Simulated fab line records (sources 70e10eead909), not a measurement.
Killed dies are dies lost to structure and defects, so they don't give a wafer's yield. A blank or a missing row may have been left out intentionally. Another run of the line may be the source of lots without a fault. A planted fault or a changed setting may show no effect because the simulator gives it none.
The same fault as seen by 3 desks -- flow nand_harc -- numbers are kept per desk, each desk with only its own; the story behind them comes last

THE DEFECT DESK
Counts from the inspections along the route, per lot, as means over the sampled wafers that have a number. The brackets show how far a lot's mean lies from the usual mean; more than 4 standard deviations puts the lot out of limits, marked OUT.
Columns: A = raw_defect_count at NHARC_A_CONTACT_INSPECT_23, usual 411
lot,first seen here,A
L424,day 17 09:36,491
L423,day 17 11:26,476
L426,day 17 18:49,317
L428,day 17 23:49,383
L425,day 18 04:17,557
L431,day 19 09:48,375
L430,day 19 11:05,487
L433,day 19 12:59,275
L432,day 19 19:14,367
L434,day 20 13:06,548
L439,day 21 01:35,336
L440,day 21 02:21,408
L438,day 21 03:53,468
L442,day 21 21:17,468
This desk's finding: nothing out of limits on any of the 14 lots.

AT THE METROLOGY DESK
What the gauges read, lot by lot, whatever tool the lot ran on: means of the sampled wafers that have a number. The brackets show how far a lot's mean lies from the usual mean; more than 4 standard deviations puts the lot out of limits, marked OUT.
Columns: A = cd_nm at NHARC_A_BLC_CD_MEAS_10, usual 99.9 nm; B = overlay_x_nm at NHARC_A_BLC_OVL_MEAS_11, usual 0.1 nm; C = overlay_y_nm at NHARC_A_BLC_OVL_MEAS_11, usual -0.2 nm
lot,first seen here,A,B,C
L424,day 17 10:07,100.1,1.3,0.3
L423,day 17 11:56,99.8,0.7,-0.1
L426,day 17 19:19,99.9,-0.8,0.1
L428,day 18 00:20,99.6,0.6,0.6
L425,day 18 04:40,99.8,0.8,-1.2
L431,day 19 10:19,100.0,1.1,-0.8
L430,day 19 11:35,100.3,-1.0,-1.2
L433,day 19 13:30,99.4,0.2,0.5
L432,day 19 19:44,100.2,-0.7,0.2
L434,day 20 13:37,99.6,-0.2,-0.7
L439,day 21 01:59,99.4,0.1,-0.4
L440,day 21 02:52,100.0,-1.9,-0.4
L438,day 21 04:23,107.0 (+16) OUT,0.0,-1.3
L442,day 21 21:48,107.3 (+17) OUT,-0.0,0.2
This desk finds L438, L442 out of limits, L438 being first, at day 21 04:23 (cd_nm at NHARC_A_BLC_CD_MEAS_10). Within limits: L424, L423, L426, L428, L425, L431, L430, L433, L432, L434, L439, L440.

DESK OF THE TOOL OWNER: litho_track-01
The tool's own readings at NHARC_A_BLC_PEB_08 (peb time 65 s): means of the sampled wafers that have a number, for each lot that ran on this tool. The brackets show how far a lot's mean lies from the usual mean; more than 4 standard deviations puts the lot out of limits, marked OUT.
Columns: A = exhaust_pa at NHARC_A_BLC_PEB_08, usual 45.2 Pa
lot,first seen here,A
L424,day 17 10:02,44.4
L423,day 17 11:52,44.5
L426,day 17 19:14,45.1
L432,day 19 19:39,45.7
L438,day 21 04:19,45.6
L442,day 21 21:43,45.4
This desk's finding: nothing out of limits on any of the 6 lots.

TAKEN TOGETHER
The metrology desk could have raised an alarm at day 21 04:23, on L438, L442.
Nothing out of limits was seen by the defect desk.
Nothing out of limits was seen by the tool owner's desk.
The defect desk has L438, L442 on record, within its limits.
On record at the tool owner's desk: L438, L442, within its limits.
The lots listed all ran NHARC_A_BLC_PEB_08 on litho_track-01.

WHAT HAD BEEN PUT IN BY THE SIMULATOR
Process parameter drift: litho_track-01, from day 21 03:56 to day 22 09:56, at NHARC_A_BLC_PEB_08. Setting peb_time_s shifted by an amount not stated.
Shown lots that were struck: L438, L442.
Delay in hours, fault start to first out-of-limits reading, per desk: metrology desk 0.
